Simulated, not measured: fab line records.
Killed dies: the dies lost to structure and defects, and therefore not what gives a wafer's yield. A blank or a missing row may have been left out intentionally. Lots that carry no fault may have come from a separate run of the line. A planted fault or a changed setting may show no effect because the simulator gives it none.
Chamber matching || flow n5 finfet || 4 sister chambers for N5_BEOL_M3_ETCH_69 on rie diel-06
The step etches SiARC in CF4, target depth 15.6 nm, time 26 s. 18 wafers are shown with their chamber, then 9 later ones without.

== WAFERS, EACH WITH ITS CHAMBER ==
{"wafer": "L081.1", "chamber": 0, "throttle valve pct (%)": 16.00, "oes product au (a.u.)": 0.60, "etch rf on time s (s)": 25.9}
{"wafer": "L081.3", "chamber": 2, "throttle valve pct (%)": 15.70, "oes product au (a.u.)": 0.66, "etch rf on time s (s)": 25.9}
{"wafer": "L081.4", "chamber": 3, "throttle valve pct (%)": 15.77, "oes product au (a.u.)": 0.69, "etch rf on time s (s)": 26.3}
{"wafer": "L082.3", "chamber": 0, "throttle valve pct (%)": 16.02, "oes product au (a.u.)": 0.60, "etch rf on time s (s)": 25.8}
{"wafer": "L082.5", "chamber": 0, "throttle valve pct (%)": 16.01, "oes product au (a.u.)": 0.60, "etch rf on time s (s)": 25.9}
{"wafer": "L082.6", "chamber": 3, "throttle valve pct (%)": 15.77, "oes product au (a.u.)": 0.70, "etch rf on time s (s)": 25.7}
{"wafer": "L083.1", "chamber": 2, "throttle valve pct (%)": 15.71, "oes product au (a.u.)": 0.65, "etch rf on time s (s)": 26.0}
{"wafer": "L083.5", "chamber": 0, "throttle valve pct (%)": 16.02, "oes product au (a.u.)": 0.59, "etch rf on time s (s)": 25.8}
{"wafer": "L083.6", "chamber": 2, "throttle valve pct (%)": 15.70, "oes product au (a.u.)": 0.65, "etch rf on time s (s)": 25.9}
{"wafer": "L086.2", "chamber": 3, "throttle valve pct (%)": 15.80, "oes product au (a.u.)": 0.69, "etch rf on time s (s)": 25.9}
{"wafer": "L086.3", "chamber": 1, "throttle valve pct (%)": 15.35, "oes product au (a.u.)": 0.84, "etch rf on time s (s)": 25.4}
{"wafer": "L086.6", "chamber": 2, "throttle valve pct (%)": 15.73, "oes product au (a.u.)": 0.65, "etch rf on time s (s)": 25.8}
{"wafer": "L087.3", "chamber": 0, "throttle valve pct (%)": 16.03, "oes product au (a.u.)": 0.58, "etch rf on time s (s)": 26.3}
{"wafer": "L087.4", "chamber": 2, "throttle valve pct (%)": 15.74, "oes product au (a.u.)": 0.65, "etch rf on time s (s)": 26.1}
{"wafer": "L087.6", "chamber": 2, "throttle valve pct (%)": 15.74, "oes product au (a.u.)": 0.65, "etch rf on time s (s)": 26.0}
{"wafer": "L092.2", "chamber": 0, "throttle valve pct (%)": 16.02, "oes product au (a.u.)": 0.59, "etch rf on time s (s)": 26.0}
{"wafer": "L092.3", "chamber": 1, "throttle valve pct (%)": 15.33, "oes product au (a.u.)": 0.83, "etch rf on time s (s)": 25.5}
{"wafer": "L092.4", "chamber": 2, "throttle valve pct (%)": 15.73, "oes product au (a.u.)": 0.65, "etch rf on time s (s)": 25.8}

SIGNATURES (means of the wafers above)
{"reading": "throttle valve pct", "chamber 0": 16.0167, "chamber 1": 15.3400, "chamber 2": 15.7214, "chamber 3": 15.7800, "scatter within a chamber": 0.0152}
{"reading": "oes product au", "chamber 0": 0.5933, "chamber 1": 0.8350, "chamber 2": 0.6514, "chamber 3": 0.6933, "scatter within a chamber": 0.00619}
{"reading": "etch rf on time s", "chamber 0": 25.950, "chamber 1": 25.450, "chamber 2": 25.929, "chamber 3": 25.967, "scatter within a chamber": 0.177}
Rule: for a wafer and a chamber, the distance is found by dividing, reading by reading, the gap between the wafer's reading and the chamber's mean by the reading's scatter, squaring, summing and taking the root. If the next closest chamber is less than 2 further off than the closest, the wafer can't be placed; otherwise it belongs to the closest. How the scatter is found: for the shown wafers, subtract from each reading the mean of its chamber, square and add these, divide the total by (wafers less chambers), then take the root.

== WAFERS MISSING THEIR CHAMBER ==
{"wafer": "L090.2", "throttle valve pct (%)": 15.74, "oes product au (a.u.)": 0.65, "etch rf on time s (s)": 25.5}
{"wafer": "L090.4", "throttle valve pct (%)": 15.83, "oes product au (a.u.)": 0.67, "etch rf on time s (s)": 25.6}
{"wafer": "L090.5", "throttle valve pct (%)": 16.04, "oes product au (a.u.)": 0.60, "etch rf on time s (s)": 25.5}
{"wafer": "L097.1", "throttle valve pct (%)": 15.75, "oes product au (a.u.)": 0.64, "etch rf on time s (s)": 26.1}
{"wafer": "L097.2", "throttle valve pct (%)": 15.84, "oes product au (a.u.)": 0.67, "etch rf on time s (s)": 26.1}
{"wafer": "L097.6", "throttle valve pct (%)": 15.57, "oes product au (a.u.)": 0.83, "etch rf on time s (s)": 25.4}
{"wafer": "L094.1", "throttle valve pct (%)": 15.56, "oes product au (a.u.)": 0.82, "etch rf on time s (s)": 25.6}
{"wafer": "L094.2", "throttle valve pct (%)": 15.36, "oes product au (a.u.)": 0.77, "etch rf on time s (s)": 25.9}
{"wafer": "L094.6", "throttle valve pct (%)": 15.37, "oes product au (a.u.)": 0.77, "etch rf on time s (s)": 25.7}

== WHICH CHAMBER EACH ONE RAN IN ==
{"wafer": "L090.2", "from the rows above": 2, "in truth": 2}
{"wafer": "L090.4", "from the rows above": 3, "in truth": 3}
{"wafer": "L090.5", "from the rows above": 0, "in truth": 0}
{"wafer": "L097.1", "from the rows above": 2, "in truth": 2}
{"wafer": "L097.2", "from the rows above": 3, "in truth": 3}
{"wafer": "L097.6", "from the rows above": 1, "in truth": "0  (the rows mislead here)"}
{"wafer": "L094.1", "from the rows above": 1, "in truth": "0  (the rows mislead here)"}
{"wafer": "L094.2", "from the rows above": 1, "in truth": 1}
{"wafer": "L094.6", "from the rows above": 1, "in truth": 1}
Placed correctly: 7 of 9. Number that these rows cannot place: 0. Number placed wrongly: 2.
